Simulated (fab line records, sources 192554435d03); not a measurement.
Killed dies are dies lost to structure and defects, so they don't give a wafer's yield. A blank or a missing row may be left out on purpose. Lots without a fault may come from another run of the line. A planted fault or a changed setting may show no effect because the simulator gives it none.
fab line records | flow n5_finfet
record lots=4 wafers=12 last_day=17
route steps=1938 shown BEOL_M5@1120 PASSIVATION@1936
lots that met no fault: from a run of the same line without faults
start_h: hours from the record's first day to the start of the lot's first wafer shown | wait_h: hours since the lot's step before | " the same as in the row above | L1.1+2: a row that stands for several wafers | - no value, or no start given | * or withheld: withheld | < > ~ a bound
route shown NAME@n: a module of which the file shows steps, and the number in the route of the first | usual: mean/standard deviation of fault-free wafers | same: alike in all rows | chamber/n: place in a boat | sites: the reading at each site | _std_site: their standard deviation | _edge_site: outer sites' mean less inner sites' | radius_mm: how far each site lies from the wafer's centre | mask NAME#n: copy n | behind: the tool/chamber that last shaped the wafer | hold: why the lot was held/for how many hours/how that ended | device: the transistor (n, p or np) that didn't switch | end of line: the same wafers' tests at the end of the route | a step without rows: its recipe alone | killed: dies lost to structure and defects at the first sort, not the wafer's yield | map: a wafer's dies, x killed, . not, _ none there
set.NAME: the setting as run; set.NAME@STEP: as run at that earlier step | model.NAME: the simulator's own value behind a step, which no gauge read
lots at some steps of the route; a table a step, a row a wafer
services: from which hour (start_h, from the record's first day; less than 0 if before it) a tool's chamber was out of use, for how many hours, and why
## steps
# step N5_BEOL_M5_COAT_05
# recipe resist=CAR-EUV spin_rpm=1500 resist_thk_nm=30
# step N5_BEOL_M5_EBR_07
# recipe solvent=PGMEA ebr_width_mm=1.5
# step N5_BEOL_M5_SOFTBAKE_06
# recipe temp_c=110 time_s=60 resist=CAR-EUV
# step N5_BEOL_M5_EXPOSE_08
# recipe mask_id=M5 na=0.33 source_shape=annular sigma_inner=0.4 sigma_outer=0.8 polarization=unpolarized target_cd_nm=28 dose_mj=35.75
# step N5_BEOL_M5_PEB_09
# recipe peb_temp_c=100 peb_time_s=60 resist=CAR-EUV
# step N5_BEOL_M5_DEVELOP_10
# recipe develop_time_s=30 developer=TMAH resist=CAR-EUV rinse_liquid=surfactant_rinse dry=air_spin dev_temp_c=23
# step N5_BEOL_M5_DESCUM_16
# recipe chemistry=O2 time_s=7 source_power_w=50 bias_power_w=20 pressure_mtorr=20 rf_frequency_hz=2.712e+07 temp_c=40 resist=CAR-EUV o2_flow_sccm=225
# step N5_BEOL_M5_ETCH_72
# recipe chemistry=N2/H2 target=underlayer target_depth_a=65 mask_material=CAR-EUV time_s=5.2 ion_energy_ev=200 pressure_mtorr=30 source_w=840 bias_w=150 n2_flow_sccm=200 h2_flow_sccm=200 ends=cleared
# step N5_BEOL_M5_ETCH_61
# recipe chemistry=CF4 target=SiARC target_depth_a=156 mask_material=CAR-EUV time_s=26 ion_energy_ev=80 pressure_mtorr=40 source_w=545 bias_w=36 Ar_flow_sccm=100 cf4_flow_sccm=100 ends=cleared
# step N5_BEOL_M5_ETCH_62
# recipe chemistry=N2/H2 target=SOC target_depth_a=750 overetch_a=150 mask_material=SiARC temp_c=40 time_s=112.5 ion_energy_ev=200 pressure_mtorr=30 source_w=840 bias_w=150 n2_flow_sccm=200 h2_flow_sccm=200
# usual drypump_motor_current_A=5.8/0.42 n2_flow_sccm=200.1/0.54 oes_product_au=0.63/0.051 rf_fwd_power_W=836.1/2.9 rf_vpp_V=524.6/2.7 showerhead_plenum_p_Torr=2.57/0.094 throttle_valve_pct=17.73/0.19
# columns lot.wafer tool chamber start_h wait_h drypump_motor_current_A n2_flow_sccm oes_product_au rf_fwd_power_W rf_hours_counter_h rf_vpp_V showerhead_plenum_p_Torr throttle_valve_pct model.SiARC_of_BEOL_M5_COAT_60.thk_nm
L868.3 rie_diel-04 1 224.94 0.0 5.8 199.8 0.65 835.8 64 528.1 2.69 17.83 6.6
L868.4 " 2 " " 5.5 200.3 0.69 835.1 27 528.1 2.70 17.35 6.6
L868.5 " 3 " " 5.7 199.2 0.72 835.6 - 528.3 2.69 17.50 6.6
L870.4 rie_diel-04 3 250.88 0.0 5.7 200.5 0.69 837.4 20 528.4 2.69 17.50 6.6
L870.5 " 1 " " 5.8 201.3 0.65 1040.6 - 490.8 2.69 17.84 6
L870.6 " 2 " " 5.6 201.0 0.69 833.8 - 528.8 2.69 17.35 6.6
L875.1 rie_diel-04 1 265.02 0.0 5.8 199.7 0.65 1034.8 77 490.5 2.68 17.85 6
L875.2 " 0 " " 5.1 200.7 0.58 838.7 183 523.0 2.51 17.63 6.6
L875.6 " 3 " " 5.7 200.7 0.69 842.1 - 528.1 2.69 17.50 6.6
L881.1 rie_diel-01 0 313.35 0.0 6.1 200.2 0.56 838.6 224 525.7 2.61 17.83 6.8
L881.3 " 2 " " 5.1 199.0 0.60 837.3 149 521.3 2.43 17.95 6.8
L881.4 " 1 " " 6.4 199.9 0.62 837.2 109 520.6 2.46 17.70 7
# step N5_BEOL_M5_STRIP_63
# recipe chemistry=N2/H2 temp_c=40 n2_flow_sccm=200 h2_flow_sccm=200 rf_frequency_hz=6e+07
# step N5_BEOL_M5_STRIP_73
# recipe chemistry=N2/H2 temp_c=40 n2_flow_sccm=200 h2_flow_sccm=200 rf_frequency_hz=6e+07
# step N5_BEOL_M5_STRIP_64
# recipe chemistry=CF4 resist=SiARC power_w=300 bias_power_w=75 pressure_mtorr=50 cf4_flow_sccm=150 rf_frequency_hz=6e+07
# step N5_BEOL_M5_HM_OPEN_17
# recipe chemistry=Cl2/BCl3 target_depth_a=200 overetch_a=60 target=TiN mask_material=SOC ion_energy_ev=150 pressure_mtorr=10 icp_w=1000 bias_w=126 Cl2_flow_sccm=53.25 bcl3_flow_sccm=21.75 Ar_flow_sccm=25
# step N5_BEOL_M5_STRIP_19
# recipe chemistry=O2 power_w=400 temp_c=40 pressure_mtorr=30 rf_frequency_hz=6e+07 bias_power_w=0 overash_fraction=0.2 o2_flow_sccm=225
# step N5_BEOL_M5_COAT_65
# recipe resist=SOC temp_c=250 time_s=60 spin_rpm=1500 resist_thk_nm=60
# step N5_BEOL_M5_COAT_66
# recipe resist=SiARC temp_c=220 time_s=60 spin_rpm=1500 resist_thk_nm=12
# step N5_BEOL_M5_COAT_74
# recipe resist=underlayer temp_c=205 time_s=60 spin_rpm=1500 resist_thk_nm=5
# step N5_BEOL_M5_COAT_22
# recipe resist=CAR-EUV spin_rpm=1500 resist_thk_nm=30
# step N5_BEOL_M5_EBR_24
# recipe solvent=PGMEA ebr_width_mm=1.5
# step N5_BEOL_M5_SOFTBAKE_23
# recipe temp_c=110 time_s=60 resist=CAR-EUV
# step N5_BEOL_M5_EXPOSE_25
# recipe mask_id=V4 na=0.33 source_shape=quasar sigma_inner=0.2 sigma_outer=0.6 polarization=unpolarized defocus_nm=10 dose_mj=52.75
# step N5_BEOL_M5_PEB_26
# recipe peb_temp_c=100 peb_time_s=60 resist=CAR-EUV
# step N5_BEOL_M5_DEVELOP_27
# recipe develop_time_s=30 developer=TMAH resist=CAR-EUV rinse_liquid=surfactant_rinse dry=air_spin dev_temp_c=23
# step N5_BEOL_M5_DESCUM_33
# recipe chemistry=O2 time_s=7 source_power_w=50 bias_power_w=20 pressure_mtorr=20 rf_frequency_hz=2.712e+07 temp_c=40 resist=CAR-EUV o2_flow_sccm=225
# step N5_BEOL_M5_ETCH_75
# recipe chemistry=N2/H2 target=underlayer target_depth_a=65 mask_material=CAR-EUV time_s=5.2 ion_energy_ev=200 pressure_mtorr=30 source_w=840 bias_w=150 n2_flow_sccm=200 h2_flow_sccm=200 ends=cleared
# usual drypump_motor_current_A=5.8/0.43 etch_rf_on_time_s=5.18/0.13 n2_flow_sccm=199.9/0.62 oes_product_au=0.69/0.052 rf_fwd_power_W=819.8/2.5 rf_vpp_V=524.4/2.8 showerhead_plenum_p_Torr=2.56/0.091 throttle_valve_pct=17.76/0.19
# columns lot.wafer tool chamber start_h wait_h drypump_motor_current_A etch_rf_on_time_s n2_flow_sccm oes_product_au rf_fwd_power_W rf_hours_counter_h rf_vpp_V showerhead_plenum_p_Torr throttle_valve_pct model.BEOL_M5.cd_nm
L868.3 rie_diel-01 2 226.58 0.0 5.1 5.17 199.6 0.67 818.7 120 522.5 2.45 17.91 28.6
L868.4 " 2 " " 5.2 5.18 200.6 0.69 819.5 - 522.8 2.45 17.92 28.6
L868.5 " 3 " " 6.0 5.24 199.9 0.65 819.4 - 524.1 2.53 17.62 28.4
L870.4 rie_diel-01 3 253.82 0.0 6.0 5.33 199.7 0.63 820.9 - 523.7 2.52 17.67 28.4
L870.5 " 2 " " 5.1 5.19 200.0 0.66 818.7 - 521.3 2.44 17.93 29
L870.6 " 1 " " 6.3 5.19 200.3 0.69 820.9 - 521.3 2.47 17.72 28.6
L875.1 rie_diel-04 1 267.75 0.0 5.8 5.02 199.9 0.70 821.3 78 527.7 2.68 17.90 28.6
L875.2 " 3 " " 5.7 5.08 199.8 0.74 818.9 26 530.2 2.69 17.55 28.2
L875.6 " 0 " " 5.1 4.94 199.3 0.65 818.3 - 522.3 2.51 17.69 28.2
L881.1 rie_diel-05 3 315.45 0.0 6.2 5.01 200.2 0.86 820.2 2 524.3 2.60 17.53 27.8
L881.3 " 0 " " 5.9 5.40 199.2 0.72 820.0 53 525.1 2.59 17.89 27.4
L881.4 " 2 " " 5.3 5.09 199.6 0.64 815.4 151 525.6 2.56 18.19 27.8
# step N5_BEOL_M5_ETCH_67
# recipe chemistry=CF4 target=SiARC target_depth_a=156 mask_material=CAR-EUV time_s=26 ion_energy_ev=80 pressure_mtorr=40 source_w=545 bias_w=36 Ar_flow_sccm=100 cf4_flow_sccm=100 ends=cleared
# step N5_PASSIVATION_PROBE_49
# usual defect_limited_yield=91.4/1.5 killed_at_M0_to_M3=34/12 killed_at_M4_up=12/4.9 killed_at_contacts=13/7.2 killed_at_front_end=39/12 killed_at_other=3.7/2.9 killed_dies=101/18 killed_open=67/14 killed_short=33/7.2 sort_bin_5_function=5.1/0.97 sort_bin_6_memory=3.2/0.67 sort_n_pass=1079/17 sort_yield_pct=91.4/1.5
# same gross_dies=1180 killed_at_back_side=0 sort_bin_4_leakage[%]=0 sort_bin_8_speed[%]=0
# columns lot.wafer tool chamber start_h wait_h defect_limited_yield[%] killed_at_M0_to_M3 killed_at_M4_up killed_at_contacts killed_at_front_end killed_at_other killed_dies killed_open killed_short sort_bin_5_function[%] sort_bin_6_memory[%] sort_n_pass sort_yield_pct[%]
L870.4 prober-02 - 356.76 0.2 91.7 31 12 17 34 4 98 63 33 4.2 3.6 1082 91.7
L870.5 prober-02 - 356.81 0.2 93.7 15 16 18 24 1 74 55 18 3.8 2.2 1106 93.7
L870.6 prober-02 - 356.86 0.3 92.5 33 14 16 24 2 89 62 26 4.7 2.5 1091 92.5
L875.1 prober-02 - 367.31 0.0 91.3 28 20 16 37 2 103 74 29 5.8 2.6 1077 91.3
L875.2 prober-02 - 367.36 0.1 91.5 36 19 11 32 2 100 60 39 5.0 2.9 1080 91.5
L875.6 prober-02 - 367.56 0.3 91.0 26 22 18 37 3 106 70 35 5.9 2.8 1074 91.0
# killed by level:class
L870.4 MOL_CONTACT_COAG:geometric_particle:open=17 FIN_SAQP:geometric_particle:open=8 BEOL_M0_SAQP:geometric_particle:open=8 BEOL_M0_SAQP:geometric_particle:short=6 BEOL_M1:geometric_particle:open=6 FIN_SAQP:geometric_particle:short=5 BEOL_M4:geometric_particle:open=4 STI_FIN_REVEAL:geometric_particle:open=4
L870.5 MOL_CONTACT_COAG:geometric_particle:open=13 STI_FIN_REVEAL:geometric_particle:open=11 MOL_CONTACT_COAG:geometric_particle:short=5 BEOL_M4:geometric_particle:open=5 BEOL_M5:geometric_particle:open=5 BEOL_M0_SAQP:geometric_particle:open=4 FIN_SAQP:geometric_particle:open=3 GATE_CUT:geometric_particle:short=3
L870.6 MOL_CONTACT_COAG:geometric_particle:open=14 BEOL_M1:geometric_particle:open=6 BEOL_M0_SAQP:geometric_particle:short=5 BEOL_M3:geometric_particle:open=5 FIN_SAQP:geometric_particle:open=4 STI_FIN_REVEAL:geometric_particle:open=4 DUMMY_GATE:geometric_particle:open=4 BEOL_M0_SAQP:geometric_particle:open=4
L875.1 MOL_CONTACT_COAG:geometric_particle:open=13 BEOL_M4:geometric_particle:open=11 BEOL_M3:geometric_particle:open=8 BEOL_M2:geometric_particle:open=7 FIN_SAQP:geometric_particle:open=6 STI_FIN_REVEAL:geometric_particle:open=5 FIN_SAQP:geometric_particle:short=4 ILD0:geometric_particle:open=4
L875.2 BEOL_M2:geometric_particle:open=11 BEOL_M0_SAQP:geometric_particle:short=7 STI_FIN_REVEAL:geometric_particle:open=6 MOL_CONTACT_COAG:geometric_particle:open=6 BEOL_M0_SAQP:geometric_particle:open=6 BEOL_M4:geometric_particle:open=6 MOL_CONTACT_COAG:geometric_particle:short=5 FIN_SAQP:geometric_particle:short=4
L875.6 MOL_CONTACT_COAG:geometric_particle:open=14 BEOL_M4:geometric_particle:open=13 DUMMY_GATE:geometric_particle:open=8 FIN_SAQP:geometric_particle:open=7 BEOL_M0_SAQP:geometric_particle:short=7 BEOL_M2:geometric_particle:open=7 FIN_SAQP:geometric_particle:short=6 GATE_CUT:geometric_particle:short=5
## services
# columns tool chamber start_h hours kind
rie_diel-04 0 202.29 6.5 repair
rie_diel-05 2 205.97 1.6 repair
rie_diel-05 - 216.89 0.8 repair
rie_diel-04 2 233.69 4.1 repair
rie_diel-04 2 252.40 19.3 repair
rie_diel-05 3 276.30 - clean
rie_diel-05 3 276.30 - consumable_replace:focus_ring
rie_diel-05 3 276.30 31.9 scheduled_down
rie_diel-05 3 276.30 31.9 vent_cycle
## key
first_sign step=N5_BEOL_M5_ETCH_62 reading=rf_fwd_power_W direction=up sigmas=69 usual=* struck=*
effect step=N5_BEOL_M5_ETCH_62 reading=rf_vpp_V direction=down sigmas=13 usual=524.6 struck=490.7
model_effect step=N5_BEOL_M5_ETCH_62 value=SiARC_of_BEOL_M5_COAT_60.thk_nm without=6.6 struck=6
model_effect step=N5_BEOL_M5_ETCH_75 value=BEOL_M5.cd_nm without=28.2 struck=28.8
met_at N5_BEOL_M5_ETCH_62
struck_wafers L870.5,L875.1
onset_between 224.94 250.88
fault kind=process_parameter_drift tool=rie_diel-04 chamber=1 onset_h=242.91 steps=N5_BEOL_M5_ETCH_62 channel=source_w offset=201.6 shape=step end_h=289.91 acts_in=these_recipes_only stated=840
